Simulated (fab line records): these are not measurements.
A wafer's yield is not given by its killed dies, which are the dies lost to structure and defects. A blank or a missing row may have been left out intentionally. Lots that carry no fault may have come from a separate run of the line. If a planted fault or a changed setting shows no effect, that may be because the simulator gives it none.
fab line records	flow nand_harc
record lots=13	wafers=39	last_day=33
route steps=1302 shown P_CONTACT@236 A_BONDPAD@1225 THIN_TSV@1270 END@1302
lots that met no fault: from a run of the same line without faults
start_h: the number of hours between the record's first day and the start of the first shown wafer of the lot	wait_h: hours since the lot's step before	" as in the row above	L1.1+2: a single row standing in for several wafers	- no value, or no start given	* or withheld: withheld	< > ~ a bound
route shown NAME@n: a module of which the file shows steps, and the number in the route of the first	usual: mean/standard deviation of fault-free wafers	same: alike in all rows	chamber/n: place in a boat	sites: each site's reading	_std_site: their standard deviation	_edge_site: outer sites' mean less inner sites'	radius_mm: how far each site lies from the wafer's centre	mask NAME#n: copy n	behind: tool/chamber where the wafer was last shaped	hold: cause of the lot's hold/its duration in hours/its outcome	device: which transistor (n, p or np) failed to switch	end of line: the tests these same wafers got at the end of their route	where a step has no rows: the recipe by itself	killed: dies that structure and defects cost at the first sort, which is not the same as the wafer's yield	map: a wafer's dies, x killed, . not, _ none there
set.NAME: the setting that was run; set.NAME@STEP: the one run at that earlier step	model.NAME: the simulator's own value behind a step, which no gauge read
route steps across a sampled set of lots; one table per step, one row per wafer
services: when a tool's chamber went out of use (start_h, in hours from the record's first day, below 0 if earlier), for how many hours, and the reason
## steps
# step NHARC_P_CONTACT_ETCH_35
# recipe target_depth_a=390	over_etch_frac=0.3	time_s=65	ion_energy_ev=80	cf4_flow_sccm=150	ar_flow_sccm=0	rf_w=300	bias_w=100	chemistry=CF4
# usual drypump_motor_current_A=5.5/0.48	oes_product_au=1.002/0.0063	rf_vpp_V=151.5/1.2	showerhead_plenum_p_Torr=1.79/0.071	throttle_valve_pct=13.284/0.0098
lot.wafer	tool	chamber	start_h	wait_h	drypump_motor_current_A	oes_product_au	rf_hours_counter_h	rf_vpp_V	showerhead_plenum_p_Torr	throttle_valve_pct
L258.1	rie_diel-13	3	127.39	0.1	5.8	1.000	4.2	153.3	1.88	13.277
L258.3	"	1	"	"	5.4	1.011	4.2	151.6	1.88	13.301
L258.6	"	3	"	"	5.8	1.007	-	151.2	1.88	13.282
L259.1	rie_diel-02	3	141.66	0.1	5.9	1.017	5.4	150.2	1.76	13.289
L259.4	"	1	"	"	4.9	1.008	5.0	152.4	1.89	13.290
L259.5	"	2	"	"	5.7	1.005	-	151.1	1.70	13.287
L261.2	rie_diel-13	0	161.78	0.1	6.0	0.993	4.8	152.6	1.80	13.285
L261.1	"	2	"	"	5.1	0.998	5.1	150.6	1.74	13.303
L261.6	"	0	"	"	6.0	0.994	-	151.8	1.80	13.292
L262.4	rie_diel-02	1	167.56	0.1	4.9	0.998	6.5	153.4	1.89	13.278
L262.1	"	2	"	"	5.7	1.003	5.4	150.5	1.70	13.287
L262.6	"	3	"	"	5.9	1.010	-	152.4	1.76	13.279
L268.3	rie_diel-06	2	225.28	0.1	5.5	1.009	2.6	150.5	1.66	13.282
L268.4	"	0	"	"	6.1	1.008	2.7	153.4	1.87	13.269
L268.1	"	1	"	"	5.9	1.011	3.0	150.9	1.79	13.300
L270.1	rie_diel-06	2	249.24	0.1	5.5	1.002	3.1	148.9	1.66	13.266
L270.2	"	3	"	"	4.6	1.000	3.0	150.8	1.78	13.295
L270.6	"	1	"	"	5.9	1.001	-	151.0	1.79	13.287
L271.4	rie_diel-02	0	265.95	0.1	5.1	0.997	2.1	151.7	1.83	13.271
L271.1	"	2	"	"	5.7	1.009	1.9	150.5	1.69	13.288
L271.5	"	3	"	"	5.9	0.998	-	150.9	1.76	13.293
L274.2	rie_diel-02	3	286.02	0.1	5.9	1.008	2.6	152.7	1.76	13.260
L274.4	"	0	"	"	5.1	0.995	3.3	151.3	1.83	13.289
L274.1	"	1	"	"	4.9	1.004	3.4	152.9	1.89	13.281
L275.4	rie_diel-13	0	294.75	0.1	6.0	1.004	1.9	150.0	1.80	13.273
L275.2	"	1	"	"	5.4	0.999	2.6	153.0	1.88	13.282
L275.6	"	2	"	"	5.1	1.000	-	151.1	1.74	13.279
L276.1	rie_diel-13	2	311.58	0.1	5.1	1.006	3.3	149.9	1.74	13.282
L276.2	"	3	"	"	5.8	1.000	3.2	152.8	1.88	13.282
L276.5	"	1	"	"	5.4	1.013	-	153.3	1.88	13.286
L277.4	rie_diel-06	2	316.71	0.1	5.5	0.992	0.0	149.3	1.66	13.279
L277.1	"	3	"	"	4.6	1.005	0.0	150.8	1.78	13.270
L277.5	"	2	"	"	5.5	1.001	-	151.4	1.66	13.294
L279.4	rie_diel-06	2	339.98	0.1	5.5	1.000	0.8	150.2	1.66	13.270
L279.2	"	3	"	"	4.6	0.998	0.6	151.1	1.78	13.284
L279.6	"	3	"	"	4.6	0.996	-	149.6	1.78	13.295
L280.2	rie_diel-02	3	347.75	0.1	5.8	1.004	6.3	149.8	1.76	13.309
L280.4	"	2	"	"	5.7	1.003	6.8	151.3	1.69	13.266
L280.6	"	0	"	"	5.1	1.007	-	152.7	1.83	13.294
# step NHARC_A_BONDPAD_DEGAS_25
# recipe temp_c=300	time_s=60
# usual heater_power_w=482/51
lot.wafer	tool	chamber	start_h	wait_h	heater_power_w
L258.1	pvd_sputter-02	-	534.65	-	505
L258.3	"	-	"	"	482
L258.6	"	-	"	"	496
L259.4	pvd_sputter-03	-	551.17	-	454
L259.1	"	-	"	"	444
L259.5	"	-	"	"	555
L261.1	pvd_sputter-02	-	577.81	-	457
L261.2	"	-	"	"	428
L261.6	"	-	"	"	555
L262.1	pvd_sputter-02	-	580.94	-	424
L262.4	"	-	"	"	551
L262.6	"	-	"	"	420
L268.3	pvd_sputter-03	-	624.78	-	496
L268.1	"	-	"	"	541
L268.4	"	-	"	"	445
L270.1	pvd_sputter-03	-	647.32	-	484
L270.2	"	-	"	"	539
L270.6	"	-	"	"	456
L271.4	pvd_sputter-03	-	681.81	-	450
L271.1	"	-	"	"	478
L271.5	"	-	"	"	465
L274.2	pvd_sputter-03	-	691.06	-	458
L274.1	"	-	"	"	446
L274.4	"	-	"	"	537
L275.2	pvd_sputter-03	-	696.36	-	556
L275.4	"	-	"	"	444
L275.6	"	-	"	"	466
L276.1	pvd_sputter-03	-	718.93	-	466
L276.2	"	-	"	"	464
L276.5	"	-	"	"	465
L277.4	pvd_sputter-02	-	721.29	-	428
L277.1	"	-	"	"	507
L277.5	"	-	"	"	519
L279.4	pvd_sputter-03	-	744.86	-	545
L279.2	"	-	"	"	455
L279.6	"	-	"	"	450
L280.2	pvd_sputter-01	-	748.70	-	578
L280.4	"	-	"	"	411
L280.6	"	-	"	"	494
# step NHARC_A_BONDPAD_PVD_17
# recipe target_thk_a=50	bias_v=168.6	power_w=15000	chamber_pressure_pa=0.12	time_s=8.06	substrate_temp_c=50	material=TaN
# usual bias_v=168.6/1.7	chamber_pressure_pa=0.11996/0.00027	throttle_valve_pct=29.9/1.1
lot.wafer	tool	chamber	start_h	wait_h	bias_v	chamber_pressure_pa	throttle_valve_pct
L258.1	pvd_sputter-02	-	-	-	167.6	0.11991	31.9
L258.3	"	-	"	"	170.8	0.11997	28.1
L258.6	"	-	"	"	166.8	0.11981	31.8
L259.4	pvd_sputter-03	-	-	-	170.3	0.11989	29.5
L259.1	"	-	"	"	163.4	0.12066	30.9
L259.5	"	-	"	"	165.8	0.11999	31.0
L261.2	pvd_sputter-02	-	-	-	166.6	0.12033	27.8
L261.1	"	-	"	"	170.5	0.12008	31.9
L261.6	"	-	"	"	170.2	0.11979	29.2
L262.4	pvd_sputter-02	-	-	-	168.8	0.11988	28.1
L262.1	"	-	"	"	171.0	0.11955	29.3
L262.6	"	-	"	"	167.8	0.11932	31.8
L268.3	pvd_sputter-03	-	-	-	169.4	0.12008	31.0
L268.1	"	-	"	"	166.9	0.12033	28.7
L268.4	"	-	"	"	168.3	0.12032	30.3
L270.1	pvd_sputter-03	-	-	-	168.5	0.1204	28.7
L270.2	"	-	"	"	168.3	0.11998	29.4
L270.6	"	-	"	"	168.3	0.12	28.6
L271.4	pvd_sputter-03	-	-	-	169.1	0.11991	31.1
L271.1	"	-	"	"	168.2	0.11957	28.6
L271.5	"	-	"	"	166.7	0.1198	31.0
L274.4	pvd_sputter-03	-	-	-	166.4	0.11995	28.9
L274.2	"	-	"	"	168.1	0.12029	29.4
L274.1	"	-	"	"	168.8	0.11986	30.7
L275.2	pvd_sputter-03	-	-	-	173.3	0.12017	31.0
L275.4	"	-	"	"	170.4	0.11994	28.7
L275.6	"	-	"	"	169.9	0.1198	29.5
L276.2	pvd_sputter-03	-	-	-	168.0	0.12023	29.6
L276.1	"	-	"	"	169.3	0.11984	31.0
L276.5	"	-	"	"	167.8	0.11955	28.8
L277.1	pvd_sputter-02	-	-	-	169.5	0.11967	29.4
L277.4	"	-	"	"	168.6	0.11965	30.4
L277.5	"	-	"	"	169.2	0.11988	32.1
L279.4	pvd_sputter-03	-	-	-	168.4	0.12017	29.4
L279.2	"	-	"	"	170.5	0.12044	29.7
L279.6	"	-	"	"	170.6	0.11971	29.6
L280.4	pvd_sputter-01	-	-	-	169.2	0.11972	30.5
L280.2	"	-	"	"	165.4	0.1198	28.6
L280.6	"	-	"	"	170.6	0.11993	30.3
# step NHARC_THIN_TSV_DEGAS_49
# recipe temp_c=300	time_s=120
# usual heater_power_w=485/47
lot.wafer	tool	chamber	start_h	wait_h	heater_power_w
L258.1	pvd_sputter-02	-	551.52	0.1	565
L258.3	"	-	"	"	472
L258.6	"	-	"	"	430
L259.4	pvd_sputter-02	-	568.09	0.1	557
L259.1	"	-	"	"	476
L259.5	"	-	"	"	538
L262.1	pvd_sputter-02	-	598.00	0.1	419
L262.4	"	-	"	"	499
L262.6	"	-	"	"	552
L261.1	pvd_sputter-03	-	599.10	0.1	549
L261.2	"	-	"	"	443
L261.6	"	-	"	"	462
L268.3	pvd_sputter-03	-	641.55	0.1	455
L268.4	"	-	"	"	480
L268.1	"	-	"	"	436
L270.1	pvd_sputter-02	-	665.41	0.1	470
L270.2	"	-	"	"	419
L270.6	"	-	"	"	468
L271.1	pvd_sputter-01	-	698.24	0.2	503
L271.4	"	-	"	"	413
L271.5	"	-	"	"	514
L274.1	pvd_sputter-02	-	710.36	0.1	420
L274.4	"	-	"	"	536
L274.2	"	-	"	"	459
L275.2	pvd_sputter-02	-	713.43	0.1	549
L275.4	"	-	"	"	499
L275.6	"	-	"	"	540
L276.2	pvd_sputter-03	-	735.87	0.2	469
L276.1	"	-	"	"	431
L276.5	"	-	"	"	561
L277.1	pvd_sputter-02	-	737.01	0.2	494
L277.4	"	-	"	"	478
L277.5	"	-	"	"	530
L279.2	pvd_sputter-03	-	760.73	0.1	469
L279.4	"	-	"	"	563
L279.6	"	-	"	"	484
L280.2	pvd_sputter-03	-	768.09	0.1	469
L280.4	"	-	"	"	546
L280.6	"	-	"	"	425
# step NHARC_END_SORT_01
# recipe temp_c=25
# usual killed_at_array=56/20	killed_at_other=1/1.3	killed_at_periphery=3.5/2.7	killed_dies=60/20	killed_open=3.3/1.6	killed_short=2.4/1.5
# same gross_dies=677
lot.wafer	tool	chamber	start_h	wait_h	killed_at_array	killed_at_other	killed_at_periphery	killed_dies	killed_open	killed_short
L268.1	prober-01	0	655.20	2.5	67	0	1	68	2	3
L268.3	prober-01	0	656.82	3.1	40	0	77	117	1	3
L268.4	prober-01	0	657.63	3.4	62	0	3	65	4	4
L270.1	prober-01	0	677.55	2.5	86	0	76	162	3	4
L270.2	prober-01	0	678.35	2.8	74	1	9	84	4	1
L270.6	prober-01	0	681.56	4.0	73	0	7	80	2	1
# killed by level:class
L268.1 A_CHANNEL_HOLE_D1:chamber_film_flake=35 A_CHANNEL_HOLE_D2:chamber_film_flake=17 A_STAIRCASE:chamber_film_flake=6 A_CHANNEL_FILL_D1:geometric_particle:short=2 A_SLIT:chamber_film_flake=2 A_CHANNEL_FILL_D1:geometric_particle:open=1 A_CHANNEL_HOLE_D2:geometric_particle:open=1 A_M0:geometric_particle:short=1
L268.3 P_CONTACT:unspecified=76 A_CHANNEL_HOLE_D1:chamber_film_flake=16 A_CHANNEL_HOLE_D2:chamber_film_flake=13 A_STAIRCASE:chamber_film_flake=5 A_CONTACT:chamber_film_flake=3 A_ONON_D1:geometric_particle:short=2 P_M0:geometric_particle:open=1 A_WL_FILL:geometric_particle:short=1
L268.4 A_CHANNEL_HOLE_D1:chamber_film_flake=29 A_CHANNEL_HOLE_D2:chamber_film_flake=21 A_CHANNEL_FILL_D1:geometric_particle:open=2 P_GATE:chamber_film_flake=2 A_CHANNEL_FILL_D2:chamber_film_flake=2 A_SLIT:chamber_film_flake=2 P_M1:geometric_particle:short=1 A_ONON_D1:geometric_particle:short=1
L270.1 P_CONTACT:unspecified=70 A_SLIT:chamber_film_flake=33 A_CHANNEL_HOLE_D1:chamber_film_flake=28 A_CHANNEL_HOLE_D2:chamber_film_flake=12 P_BONDPAD:chamber_film_flake=4 A_WL_FILL:chamber_film_flake=3 A_STAIRCASE:chamber_film_flake=2 A_CONTACT:chamber_film_flake=2
L270.2 A_SLIT:chamber_film_flake=30 A_CHANNEL_HOLE_D1:chamber_film_flake=16 A_CHANNEL_HOLE_D2:chamber_film_flake=11 P_BONDPAD:chamber_film_flake=6 A_CONTACT:chamber_film_flake=5 P_STI:chamber_film_flake=2 A_ZERO_WELL:chamber_film_flake=2 A_STAIRCASE:chamber_film_flake=2
L270.6 A_SLIT:chamber_film_flake=33 A_CHANNEL_HOLE_D1:chamber_film_flake=19 A_CHANNEL_HOLE_D2:chamber_film_flake=10 A_STAIRCASE:chamber_film_flake=5 A_CONTACT:chamber_film_flake=4 P_BONDPAD:chamber_film_flake=3 P_GATE:geometric_particle:open=1 P_M0:geometric_particle:short=1
## services
tool	chamber	start_h	hours	kind
pvd_sputter-02	-	104.00	10.0	pm
pvd_sputter-03	-	162.77	5.9	repair
pvd_sputter-03	-	170.00	10.0	pm
rie_diel-02	3	179.11	15.8	repair
rie_diel-02	3	205.51	12.6	repair
pvd_sputter-03	-	210.82	1.1	repair
rie_diel-02	-	216.70	9.0	pm
pvd_sputter-03	-	252.93	0.6	repair
pvd_sputter-02	-	282.00	10.0	pm
pvd_sputter-03	-	290.96	5.5	repair
pvd_sputter-02	-	303.07	4.6	repair
rie_diel-02	-	309.43	2.4	repair
pvd_sputter-02	-	324.53	2.1	repair
pvd_sputter-02	-	338.00	10.5	repair
pvd_sputter-03	-	348.00	10.0	pm
pvd_sputter-02	-	396.35	7.3	repair
pvd_sputter-03	-	399.81	45.2	repair
pvd_sputter-03	-	451.96	8.2	repair
pvd_sputter-02	-	460.00	10.0	pm
pvd_sputter-03	-	487.27	1.5	repair
pvd_sputter-03	-	526.00	10.0	pm
pvd_sputter-02	-	580.06	0.6	repair
pvd_sputter-02	-	638.00	10.0	pm
pvd_sputter-03	-	704.00	10.0	pm
## key
first_sign step=NHARC_END_SORT_01	reading=killed_at_periphery	direction=up	sigmas=27	usual=3.5	struck=76.5
effect step=NHARC_END_SORT_01	reading=killed_dies	direction=up	sigmas=3.9	usual=60	struck=140
more_kills_born_at NHARC_P_CONTACT_ETCH_35@rie_diel-06=146
met_at NHARC_P_CONTACT_ETCH_35
struck_lots L268,L270
struck_wafers L268.3,L270.1
tester_left_out L268,L270
not_acting_at NHARC_A_BONDPAD_DEGAS_25,NHARC_A_BONDPAD_PVD_17,NHARC_THIN_TSV_DEGAS_49
fault kind=chamber_particle_source	tool=rie_diel-06	chamber=2	onset_h=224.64	steps=NHARC_P_CONTACT_ETCH_35	rate_per_visit_cm2=1.5892	end_h=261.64
# tester_left_out: of these lots the tester's yield and bins aren't shown, on N5 and GAA mostly nor the transistor test; their killed dies are dies lost to structure and defects alone, not to doping, threshold or leakage, so they don't give the yield
